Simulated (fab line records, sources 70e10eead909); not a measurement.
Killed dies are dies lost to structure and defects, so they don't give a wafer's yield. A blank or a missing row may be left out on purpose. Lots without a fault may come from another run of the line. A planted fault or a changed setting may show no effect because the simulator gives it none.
fab line records | flow nand_harc
record lots=14 wafers=42 last_day=34
route steps=1302 shown A_CHANNEL_HOLE_D2@596 A_CHANNEL_FILL_D2@618
lots that met no fault: from a run of the same line without faults
start_h: hours from the record's first day to the start of the lot's first wafer shown | wait_h: hours since the lot's step before | " the same as in the row above | L1.1+2: a row that stands for several wafers | - no value, or no start given | * or withheld: withheld | < > ~ a bound
route shown NAME@n: a module of which the file shows steps, and the number in the route of the first | usual: mean/standard deviation of fault-free wafers | same: alike in all rows | chamber/n: place in a boat | sites: the reading at each site | _std_site: their standard deviation | _edge_site: outer sites' mean less inner sites' | radius_mm: how far each site lies from the wafer's centre | mask NAME#n: copy n | behind: the tool/chamber that last shaped the wafer | hold: why the lot was held/for how many hours/how that ended | device: the transistor (n, p or np) that didn't switch | end of line: the same wafers' tests at the end of the route | a step without rows: its recipe alone | killed: dies lost to structure and defects at the first sort, not the wafer's yield | map: a wafer's dies, x killed, . not, _ none there
set.NAME: the setting as run; set.NAME@STEP: as run at that earlier step | model.NAME: the simulator's own value behind a step, which no gauge read
steps of the route over a sample of lots; a table a step, a row a wafer
services: from which hour (start_h, from the record's first day; less than 0 if before it) a tool's chamber was out of use, for how many hours, and why
## steps
# step NHARC_A_CHANNEL_HOLE_D2_ETCH_24
# recipe bias_v=5000 source_w=withheld pressure_mtorr=20 time_s=906.2 ar_flow_sccm=375 c4f8_flow_sccm=93.8 o2_flow_sccm=31.2 temp_c=-20 target_depth_a=15000 chemistry=C4F8/O2/Ar
# usual drypump_motor_current_A=5.9/0.35 showerhead_plenum_p_Torr=3.69/0.18 throttle_valve_pct=32.236/0.0086
# same time_s=906.2
# columns lot.wafer tool chamber start_h wait_h drypump_motor_current_A rf_hours_counter_h showerhead_plenum_p_Torr throttle_valve_pct
L279.2 har_etch-01 0 282.73 0.6 6.2 139 3.51 32.227
L279.1 " 1 " " 5.4 139 3.70 32.234
L279.6 " 1 " " 5.5 - 3.70 32.235
L280.4 har_etch-01 1 306.35 0.6 5.5 - 3.69 32.236
L280.3 " 0 " " 6.2 - 3.51 32.236
L280.6 " 0 " " 6.2 - 3.51 32.219
L283.1 har_etch-01 1 323.39 0.6 5.5 166 3.69 32.245
L283.3 " 1 " " 5.5 - 3.69 32.227
L283.6 " 1 " " 5.5 - 3.69 32.237
L292.1 har_etch-01 1 420.12 0.6 5.5 238 3.65 32.233
L292.5 " 0 " " 6.2 - 3.46 32.238
L292.6 " 1 " " 5.5 - 3.65 32.236
L293.2 har_etch-01 1 442.62 0.6 5.4 250 3.64 32.239
L293.3 " 1 " " 5.5 - 3.64 32.234
L293.6 " 0 " " 6.2 - 3.46 32.232
L294.4 har_etch-02 0 444.96 0.6 6.3 - 3.91 32.222
L294.3 " 1 " " 5.8 - 3.91 32.231
L294.5 " 0 " " 6.3 - 3.91 32.232
L295.2 har_etch-01 1 446.78 0.6 5.4 254 3.64 32.237
L295.3 " 0 " " 6.2 - 3.46 32.243
L295.5 " 0 " " 6.2 - 3.45 32.232
L296.1 har_etch-02 0 467.43 0.6 6.3 44 3.90 32.245
L296.4 " 0 " " 6.4 - 3.90 32.231
L296.6 " 0 " " 6.4 - 3.90 32.225
L297.1 har_etch-02 1 476.03 0.6 5.8 48 3.90 32.239
L297.4 " 0 " " 6.3 - 3.90 32.236
L297.3 " 1 " " 5.8 - 3.90 32.237
L299.2 har_etch-01 1 487.88 0.6 5.4 280 3.62 32.235
L299.5 " 0 " " 6.2 - 3.44 32.243
L299.6 " 1 " " 5.4 - 3.62 32.255
L298.1 har_etch-02 0 488.18 0.6 6.4 60 3.89 32.254
L298.3 " 0 " " 6.3 - 3.89 32.236
L298.4 " 1 " " 5.8 - 3.89 32.231
L300.2 har_etch-02 1 507.72 0.6 5.8 64 3.89 32.234
L300.1 " 0 " " 6.3 64 3.89 32.234
L300.3 " 1 " " 5.8 - 3.89 32.229
L301.4 har_etch-01 0 508.53 0.6 6.2 - 3.44 32.222
L301.3 " 1 " " 5.4 - 3.62 32.243
L301.6 " 1 " " 5.4 - 3.62 32.225
L302.2 har_etch-02 1 532.94 0.6 5.8 75 3.88 32.216
L302.4 " 0 " " 6.3 - 3.88 32.239
L302.3 " 1 " " 5.9 - 3.89 32.228
# step NHARC_A_CHANNEL_HOLE_D2_STRIP_28
# recipe o2_flow_sccm=500 ar_flow_sccm=0 bias_w=0 chemistry=O2
# usual drypump_motor_current_A=5.8/0.31 oes_product_au=0.999/0.0092 rf_vpp_V=57.9/0.86 showerhead_plenum_p_Torr=3.58/0.16 throttle_valve_pct=17.037/0.009
# columns lot.wafer tool chamber start_h wait_h drypump_motor_current_A oes_product_au rf_hours_counter_h rf_vpp_V showerhead_plenum_p_Torr throttle_valve_pct
L279.1 rie_diel-13 1 - - 5.3 0.987 6 57.9 3.65 17.049
L279.2 " 3 " " 6.1 0.975 5 58.3 3.75 17.025
L279.6 " 0 " " 5.8 0.989 - 58.5 3.31 17.029
L280.3 rie_diel-04 1 - - 5.9 0.992 6 58.6 3.71 17.031
L280.6 " 1 " " 5.9 0.996 - 58.0 3.71 17.045
L280.4 " 3 " " 6.1 1.010 - 59.6 3.64 17.033
L283.3 rie_diel-13 3 - - 6.1 0.995 8 57.8 3.75 17.036
L283.1 " 1 " " 5.3 0.992 9 56.3 3.65 17.022
L283.6 " 3 " " 6.1 1.003 - 57.5 3.75 17.036
L292.1 rie_diel-13 3 - - 6.1 1.005 4 58.1 3.75 17.036
L292.6 " 3 " " 6.1 1.011 - 58.2 3.75 17.033
L292.5 " 0 " " 5.8 1.004 - 59.1 3.31 17.034
L293.2 rie_diel-03 2 - - 5.9 1.005 11 57.8 3.31 17.049
L293.3 " 0 " " 5.9 1.000 12 58.6 3.68 17.027
L293.6 " 0 " " 5.9 1.002 - 57.9 3.68 17.038
L294.4 rie_diel-13 1 - - 5.3 0.993 6 58.4 3.65 17.031
L294.3 " 2 " " 5.6 0.989 6 58.1 3.72 17.028
L294.5 " 3 " " 6.1 1.003 - 59.1 3.74 17.032
L295.3 rie_diel-04 1 - - 5.8 0.994 4 58.4 3.71 17.024
L295.2 " 0 " " 6.2 0.999 3 57.4 3.56 17.023
L295.5 " 1 " " 5.9 0.992 - 56.6 3.71 17.049
L296.1 rie_diel-04 3 - - 6.1 1.009 5 58.9 3.63 17.028
L296.4 " 0 " " 6.2 0.996 4 57.5 3.56 17.039
L296.6 " 1 " " 5.8 0.993 - 59.7 3.71 17.046
L297.1 rie_diel-13 3 - - 6.1 1.008 8 58.8 3.74 17.043
L297.3 " 0 " " 5.8 1.008 8 56.6 3.30 17.032
L297.4 " 2 " " 5.5 1.010 9 58.7 3.72 17.031
L299.2 rie_diel-13 3 - - 6.0 1.018 9 58.8 3.74 17.037
L299.5 " 0 " " 5.8 1.000 - 57.9 3.30 17.043
L299.6 " 1 " " 5.3 0.978 - 57.6 3.65 17.047
L298.4 rie_diel-04 2 - - 5.4 0.991 7 56.8 3.48 17.037
L298.3 " 3 " " 6.1 1.001 6 57.9 3.63 17.041
L298.1 " 0 " " 6.2 0.997 5 56.8 3.56 17.028
L300.3 rie_diel-04 0 - - 6.2 1.008 6 57.7 3.55 17.034
L300.1 " 1 " " 5.8 0.992 8 58.8 3.71 17.054
L300.2 " 2 " " 5.4 1.008 8 57.9 3.48 17.037
L301.4 rie_diel-13 1 - - 5.3 0.990 11 58.7 3.64 17.033
L301.3 " 3 " " 6.1 1.001 10 57.5 3.74 17.049
L301.6 " 1 " " 5.3 0.986 - 58.8 3.65 17.032
L302.4 rie_diel-13 2 - - 5.6 1.004 1 58.6 3.72 17.065
L302.2 " 3 " " 6.1 1.012 1 58.8 3.74 17.044
L302.3 " 0 " " 5.8 1.003 1 57.5 3.30 17.051
# step NHARC_A_CHANNEL_FILL_D2_CVD_18
# recipe target_thk_a=30 temp_c=550 material=poly-Si
# usual tube_center_temp_C=550/0.048
# columns lot.wafer tool chamber start_h wait_h tube_center_temp_C
L279.1 lpcvd_poly-01 0 312.20 - 550.04
L279.2 " 0 " " 549.94
L279.6 " 0 " " 550.04
L280.3 lpcvd_poly-01 0 331.20 - 549.98
L280.4 " 0 " " 549.95
L280.6 " 0 " " 549.98
L280.3 lpcvd_poly-03 0 333.44 0.5 550.02
L280.4 " 0 " " 550.06
L280.6 " 0 " " 549.96
L283.1 lpcvd_poly-01 0 350.06 - 550.02
L283.3 " 0 " " 549.96
L283.6 " 0 " " 549.93
L283.1 lpcvd_poly-01 0 352.31 0.5 549.97
L283.3 " 0 " " 550.11
L283.6 " 0 " " 550.1
L292.1 lpcvd_poly-03 0 445.91 - 550.02
L292.5 " 0 " " 550.04
L292.6 " 0 " " 550
L293.2 lpcvd_poly-03 0 468.55 - 550.03
L293.3 " 0 " " 550
L293.6 " 0 " " 550
L294.3 lpcvd_poly-03 0 468.55 - 549.94
L294.4 " 0 " " 549.95
L294.5 " 0 " " 550.02
L295.2 lpcvd_poly-01 0 472.02 - 549.93
L295.3 " 0 " " 549.99
L295.5 " 0 " " 550.02
L296.1 lpcvd_poly-01 0 493.90 - 549.9
L296.4 " 0 " " 549.98
L296.6 " 0 " " 549.94
L297.1 lpcvd_poly-03 0 503.30 - 549.92
L297.3 " 0 " " 550.05
L297.4 " 0 " " 550
L298.1 lpcvd_poly-01 0 514.08 - 549.99
L298.3 " 0 " " 550.09
L298.4 " 0 " " 549.96
L299.2 lpcvd_poly-01 0 514.08 - 550.06
L299.5 " 0 " " 550.08
L299.6 " 0 " " 550.01
L300.1 lpcvd_poly-04 0 533.56 - 550.07
L300.2 " 0 " " 550.03
L300.3 " 0 " " 550.05
L301.3 lpcvd_poly-04 0 533.56 - 550
L301.4 " 0 " " 550.06
L301.6 " 0 " " 549.99
L302.2 lpcvd_poly-04 0 558.69 - 550.03
L302.3 " 0 " " 549.95
L302.4 " 0 " " 549.98
# step NHARC_A_CHANNEL_FILL_D2_STRIP_29
# recipe time_s=20 o2_flow_sccm=500 ar_flow_sccm=0 bias_w=0 chemistry=O2
# usual drypump_motor_current_A=5.6/0.47 oes_product_au=0.998/0.0093 rf_vpp_V=57.9/0.8 showerhead_plenum_p_Torr=3.55/0.14 throttle_valve_pct=17.036/0.0093
# same time_s=20
# columns lot.wafer tool chamber start_h wait_h drypump_motor_current_A oes_product_au rf_hours_counter_h rf_vpp_V showerhead_plenum_p_Torr throttle_valve_pct
L279.2 rie_diel-06 3 - - 6.3 0.995 0.3 57.0 3.50 17.035
L279.1 " 0 " " 5.5 0.973 0.2 57.0 3.30 17.033
L279.6 " 1 " " 4.7 0.993 - 58.2 3.54 17.038
L280.3 rie_diel-06 2 - - 5.6 1.009 1.3 58.4 3.71 17.038
L280.4 " 3 " " 6.3 1.006 1.2 57.4 3.50 17.032
L280.6 " 1 " " 4.7 1.003 - 60.2 3.54 17.038
L283.3 rie_diel-06 1 - - 4.7 0.997 1.5 57.1 3.54 17.046
L283.1 " 2 " " 5.6 1.017 1.6 58.6 3.71 17.037
L283.6 " 1 " " 4.7 0.997 - 57.7 3.54 17.023
L292.1 rie_diel-06 3 - - 6.2 0.997 4.7 56.8 3.49 17.045
L292.6 " 0 " " 5.6 0.987 - 56.6 3.30 17.031
L292.5 " 1 " " 4.7 1.001 - 58.0 3.54 17.045
L293.3 rie_diel-07 0 - - 5.7 0.986 2.1 58.7 3.71 17.030
L293.2 " 1 " " 5.9 0.997 1.8 58.2 3.31 17.048
L293.6 " 0 " " 5.7 0.993 - 60.6 3.71 17.038
L294.3 rie_diel-02 0 - - 5.0 1.007 2.9 57.8 3.60 17.059
L294.4 " 1 " " 5.8 1.001 2.8 56.8 3.53 17.017
L294.5 " 1 " " 5.7 0.987 - 56.6 3.53 17.046
L295.2 rie_diel-02 2 - - 5.6 0.995 3.0 58.0 3.74 17.046
L295.3 " 1 " " 5.7 1.013 2.9 58.1 3.53 17.032
L295.5 " 3 " " 6.2 1.000 - 56.9 3.57 17.024
L296.4 rie_diel-02 2 - - 5.6 0.989 3.6 58.2 3.74 17.036
L296.1 " 3 " " 6.2 0.988 3.7 56.7 3.57 17.045
L296.6 " 2 " " 5.6 0.990 - 58.9 3.74 17.030
L297.1 rie_diel-02 3 - - 6.2 0.987 3.8 57.1 3.57 17.026
L297.3 " 0 " " 5.0 0.996 3.6 57.2 3.60 17.036
L297.4 " 1 " " 5.8 1.000 3.5 57.9 3.53 17.030
L299.2 rie_diel-02 1 533.86 0.2 5.8 0.992 3.9 56.7 3.53 17.043
L299.6 " 2 " " 5.6 0.986 - 59.0 3.74 17.030
L299.5 " 1 " " 5.8 1.005 - 57.7 3.53 17.046
L298.3 rie_diel-06 2 533.88 0.2 5.6 0.991 1.1 57.2 3.71 17.047
L298.1 " 3 " " 6.3 0.981 1.3 57.7 3.49 17.044
L298.4 " 3 " " 6.2 1.000 - 56.5 3.49 17.033
L301.3 rie_diel-02 1 553.45 0.2 5.7 1.001 4.7 57.6 3.53 17.025
L301.6 " 2 " " 5.6 0.997 - 57.8 3.74 17.038
L301.4 " 0 " " 5.0 0.996 - 58.4 3.60 17.019
L300.3 rie_diel-06 2 - - 5.6 0.993 1.4 58.4 3.71 17.039
L300.2 " 3 " " 6.2 0.997 1.6 58.6 3.49 17.028
L300.1 " 1 " " 4.7 1.008 1.2 57.9 3.53 17.026
L302.3 rie_diel-06 0 - - 5.5 1.010 2.2 57.9 3.30 17.020
L302.2 " 1 " " 4.7 1.011 1.9 58.5 3.53 17.038
L302.4 " 2 " " 5.6 0.994 2.0 57.8 3.71 17.050
## services
# columns tool chamber start_h hours kind
rie_diel-02 1 262.59 5.5 repair
rie_diel-13 2 286.03 8.9 repair
rie_diel-06 - 307.20 9.0 pm
rie_diel-13 3 311.30 4.8 repair
rie_diel-13 - 342.26 9.0 pm
rie_diel-02 - 343.13 0.4 repair
har_etch-02 - 380.30 17.0 pm
rie_diel-06 0 386.58 8.9 repair
rie_diel-02 - 393.82 9.0 pm
rie_diel-06 1 429.79 7.0 repair
har_etch-02 - 430.23 1.9 repair
rie_diel-02 1 430.80 4.5 repair
rie_diel-06 0 475.36 7.9 repair
rie_diel-13 3 482.03 2.2 repair
rie_diel-06 - 484.20 9.0 pm
har_etch-02 - 491.79 0.5 repair
rie_diel-13 2 492.94 17.1 repair
rie_diel-06 1 503.32 3.4 repair
rie_diel-13 - 519.26 9.0 pm
rie_diel-02 0 532.83 4.0 repair
rie_diel-06 1 533.15 6.4 repair
rie_diel-02 3 549.11 5.0 repair
lpcvd_poly-01 - 567.57 26.0 pm
rie_diel-02 - 570.82 9.0 pm
## key
first_sign step=NHARC_A_CHANNEL_FILL_D2_CVD_18 reading=visit direction=added
effect none on later readings
met_at NHARC_A_CHANNEL_FILL_D2_CVD_18
struck_lots L280,L283
later_rows_left_out L280.3,L280.4,L280.6,L283.1,L283.3,L283.6
sort_left_out L280.3,L280.4,L280.6,L283.1,L283.3,L283.6
tester_left_out L280,L283
not_acting_at NHARC_A_CHANNEL_HOLE_D2_ETCH_24,NHARC_A_CHANNEL_HOLE_D2_STRIP_28,NHARC_A_CHANNEL_FILL_D2_STRIP_29
fault kind=repeated_step_whole tool=lpcvd_poly-01,lpcvd_poly-03,lpcvd_poly-04 chamber=- onset_h=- steps=NHARC_A_CHANNEL_FILL_D2_CVD_18 times=1 scope=struck_lots_only
# tester_left_out: of these lots the tester's yield and bins aren't shown, on N5 and GAA mostly nor the transistor test; their killed dies are dies lost to structure and defects alone, not to doping, threshold or leakage, so they don't give the yield
# sort_left_out: the simulated sort isn't trusted on such a fault, so these wafers' sort isn't shown, and their yield isn't known
# later_rows_left_out: the simulator's readings of these wafers behind a module that went badly wrong aren't trusted and aren't shown, but for the sort
